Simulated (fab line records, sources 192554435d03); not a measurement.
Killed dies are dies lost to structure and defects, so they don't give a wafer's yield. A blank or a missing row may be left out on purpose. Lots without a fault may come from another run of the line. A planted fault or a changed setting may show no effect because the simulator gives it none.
One fault seen from 2 desks | flow n5_finfet | each desk has only its own numbers; what lay behind them comes last

THE METROLOGY DESK
What the gauges read, lot by lot, whatever tool the lot ran on: means of the sampled wafers that have a number. A lot is out of limits, marked OUT, if its mean lies more than 4 standard deviations from the usual mean; the brackets give that distance. Of its 15 readings 7 are shown: the one that was out of limits first, and those that lie furthest out on some lot.
Columns: A = RS_SD_N at N5_SD_ACTIVATION_RS_MEAS_03, usual 21.9 ohm/sq; B = RS_SD_P at N5_SD_ACTIVATION_RS_MEAS_03, usual 55.9 ohm/sq; C = ION_P at N5_BEOL_M4_RC_MEAS_101, usual 464 uA/um; D = RC_DENSE_N at N5_BEOL_M4_RC_MEAS_101, usual 19.1 ohm.um; E = RC_N at N5_BEOL_M4_RC_MEAS_101, usual 15.5 ohm.um; F = RS_SD_N at N5_BEOL_M4_RC_MEAS_101, usual 28.3 ohm/sq; G = SS_P at N5_BEOL_M4_RC_MEAS_101, usual 73.3 mV/dec
lot  | first seen here | A               | B    | C   | D    | E    | F               | G
L216 | day 4 05:26     | 22.0            | 57.3 | 470 | 18.9 | 15.5 | 28.4            | 74.3
L224 | day 6 08:10     | 23.8 (+6.0) OUT | 57.6 | 464 | 20.1 | 16.5 | 30.5 (+5.2) OUT | 73.6
L226 | day 6 23:47     | 23.2 (+4.3) OUT | 56.2 | 466 | 20.6 | 16.8 | 30.1 (+4.4) OUT | 73.9
L227 | day 7 01:25     | 22.2            | 55.1 | 465 | 18.9 | 15.5 | 28.6            | 73.1
L229 | day 7 11:09     | 23.5 (+5.2) OUT | 56.5 | 477 | 20.4 | 16.6 | 30.0 (+4.1) OUT | 73.7
L232 | day 8 04:45     | 22.1            | 55.0 | 465 | 19.9 | 16.1 | 28.7            | 73.8
L234 | day 8 19:24     | 21.7            | 55.8 | 459 | 19.4 | 15.9 | 28.4            | 73.5
L236 | day 9 14:49     | 21.8            | 55.8 | 458 | 18.8 | 15.3 | 28.1            | 73.5
This desk's finding: out of limits on L224, L226, L229; first on L224, day 6 08:10 (RS_SD_N at N5_SD_ACTIVATION_RS_MEAS_03). In limits: L216, L227, L232, L234, L236.

THE TOOL OWNER'S DESK: laser_anneal-02
The tool's own readings at N5_SD_ACTIVATION_LSA_01 (time 0.0008 s): means of the sampled wafers that have a number, for each lot that ran on this tool. A lot is out of limits, marked OUT, if its mean lies more than 4 standard deviations from the usual mean; the brackets give that distance.
Columns: A = wafer_temp_C_max at N5_SD_ACTIVATION_LSA_01, usual 1086.7
lot  | first seen here | A
L216 | day 4 05:14     | 1090.4
L224 | day 6 07:58     | 1073.3 (-6.7) OUT
L226 | day 6 23:35     | 1073.9 (-6.4) OUT
L229 | day 7 10:57     | 1072.0 (-7.4) OUT
L236 | day 9 14:36     | 1089.0
This desk's finding: out of limits on L224, L226, L229; first on L224, day 6 07:58 (wafer_temp_C_max at N5_SD_ACTIVATION_LSA_01). In limits: L216, L236.

PUT TOGETHER
The tool owner's desk could have raised an alarm at day 6 07:58, on L224, L226, L229.
The metrology desk could have raised an alarm at day 6 08:10, on L224, L226, L229.
Of the lots named, all ran N5_SD_ACTIVATION_LSA_01 on laser_anneal-02.

WHAT THE SIMULATOR HAD PUT IN
Process parameter drift: laser_anneal-02, from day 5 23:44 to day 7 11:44, at N5_SD_ACTIVATION_LSA_01. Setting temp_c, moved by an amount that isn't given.
Lots struck among those shown: L224, L226, L229.
Hours from the fault's start to each desk's first reading out of limits: the tool owner's desk, 8; the metrology desk, 8.
